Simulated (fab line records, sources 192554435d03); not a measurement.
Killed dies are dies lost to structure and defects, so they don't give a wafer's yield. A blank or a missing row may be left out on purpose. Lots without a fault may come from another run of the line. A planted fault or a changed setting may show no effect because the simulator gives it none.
Chamber matching | flow n5_finfet | N5_BEOL_M1_ALD_84 on ald_metal-01: 4 sister chambers
The step deposits TaN, pulse time 2 s, purge time 3 s, co reactant purge time 2 s. 8 wafers are shown with their chamber, then 9 later ones without.

WAFERS WITH THEIR CHAMBER
wafer  | chamber | heater_power_w (W)
L088.2 | 0       | 363
L094.5 | 2       | 410
L090.1 | 1       | 392
L090.3 | 3       | 470
L090.6 | 2       | 416
L091.1 | 3       | 467
L091.2 | 0       | 370
L091.3 | 1       | 386

WAFERS WITHOUT THEIR CHAMBER
wafer  | heater_power_w (W)
L087.1 | 371
L087.2 | 475
L087.3 | 416
L093.2 | 472
L093.3 | 405
L093.6 | 466
L096.1 | 361
L096.4 | 414
L096.5 | 468

WHICH CHAMBER EACH WENT THROUGH
wafer  | from the rows above     | in truth
L087.1 | 0                       | 0
L087.2 | 3                       | 3
L087.3 | 2                       | 2
L093.2 | 3                       | 3
L093.3 | can't be placed: 2 or 1 | 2
L093.6 | 3                       | 3
L096.1 | 0                       | 0
L096.4 | 2                       | 2
L096.5 | 3                       | 3
Placed correctly: 8 of 9. Can't be placed from these rows: 1 (the true chamber is among the candidates in 1). Placed wrongly: 0.
How it was worked out, from the rows above alone: a wafer's distance from a chamber is the root of the sum, over the readings, of the square of ((its reading less the chamber's mean) divided by the reading's scatter). The wafer belongs to the nearest chamber; if the next one is less than 2 further off, it can't be placed. A chamber's mean is the mean of its shown wafers. The scatter: the root of (the sum of the squares of (reading less its chamber's mean) over the shown wafers, divided by (wafers less chambers)).
